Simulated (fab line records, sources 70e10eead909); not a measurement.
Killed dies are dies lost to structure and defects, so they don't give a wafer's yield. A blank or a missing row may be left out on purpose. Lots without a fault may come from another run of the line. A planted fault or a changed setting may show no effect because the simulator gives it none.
Chamber matching | flow nand_harc | NHARC_A_STAIRCASE_ETCH_253 on rie_diel-03: 4 sister chambers
The step etches the open film in C4F8/O2, target depth 50 nm, time 20.2 s. 8 wafers are shown with their chamber, then 7 later ones without.

WAFERS WITH THEIR CHAMBER
wafer  | chamber | rf_vpp_V (V) | bias_w (W)
L076.5 | 2       | 886          | 1001.4
L078.2 | 1       | 888          | 1000.0
L078.5 | 0       | 902          | 999.6
L079.1 | 1       | 888          | 1000.9
L079.2 | 2       | 886          | 999.0
L079.5 | 3       | 896          | 1002.3
L082.2 | 0       | 901          | 1000.5
L082.4 | 3       | 895          | 1000.5

WAFERS WITHOUT THEIR CHAMBER
wafer  | rf_vpp_V (V) | bias_w (W)
L082.6 | 887          | 998.6
L087.1 | 907          | 1002.8
L087.4 | 895          | 1000.3
L087.6 | 906          | 1000.0
L089.2 | 906          | 994.5
L089.3 | 889          | 1000.5
L089.5 | 887          | 999.6

WHICH CHAMBER EACH WENT THROUGH
wafer  | from the rows above     | in truth
L082.6 | can't be placed: 2 or 1 | 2
L087.1 | 0                       | 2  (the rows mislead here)
L087.4 | 3                       | 3
L087.6 | 0                       | 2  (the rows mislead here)
L089.2 | 0                       | 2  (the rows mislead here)
L089.3 | 1                       | 1
L089.5 | can't be placed: 2 or 1 | 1
Placed correctly: 2 of 7. Can't be placed from these rows: 2 (the true chamber is among the candidates in 2). Placed wrongly: 3.
How it was worked out, from the rows above alone: a wafer's distance from a chamber is the root of the sum, over the readings, of the square of ((its reading less the chamber's mean) divided by the reading's scatter). The wafer belongs to the nearest chamber; if the next one is less than 2 further off, it can't be placed. A chamber's mean is the mean of its shown wafers. The scatter: the root of (the sum of the squares of (reading less its chamber's mean) over the shown wafers, divided by (wafers less chambers)).
